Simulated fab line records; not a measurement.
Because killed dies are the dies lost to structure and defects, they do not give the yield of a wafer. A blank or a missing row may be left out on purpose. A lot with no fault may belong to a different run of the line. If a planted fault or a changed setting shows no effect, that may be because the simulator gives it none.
Matching of chambers | flow n5Finfet | N5_FIN_CUT_STRIP_24 on rieDiel-04 has 4 sister chambers
The step strips in CF4. 4 wafers are shown with their chamber, then 8 later ones without.

## WAFERS WITH THEIR CHAMBER
wafer  | chamber | drypumpMotorCurrentA (A)
L091.1 | 3       | 5.5
L091.2 | 1       | 4.7
L091.4 | 2       | 5.4
L094.2 | 0       | 6.4

## WAFERS WITHOUT THEIR CHAMBER
wafer  | drypumpMotorCurrentA (A)
L094.4 | 4.6
L094.5 | 4.7
L096.1 | 4.7
L096.2 | 5.4
L096.4 | 5.5
L097.1 | 5.4
L097.4 | 6.4
L097.6 | 4.7

## EACH ONE'S CHAMBER
wafer  | from the rows above | in truth
L094.4 | 1                   | 1
L094.5 | 1                   | 1
L096.1 | 1                   | 1
L096.2 | 2                   | 2
L096.4 | 3                   | 3
L097.1 | 2                   | 2
L097.4 | 0                   | 0
L097.6 | 1                   | 1
8 of 8 placed correctly. Not placeable from these rows: 0. Placed wrongly: 0.
How it was worked out, from the rows above alone: a wafer's distance from a chamber is the root of the sum, over the readings, of the square of ((its reading less the chamber's mean) divided by the reading's scatter). The wafer belongs to the nearest chamber; if the next one is less than 2 further off, it can't be placed. A chamber's mean is the mean of its shown wafers. The scatter: root of mean squared gap, hidden wafer to nearest shown wafer, with one shown wafer a chamber.
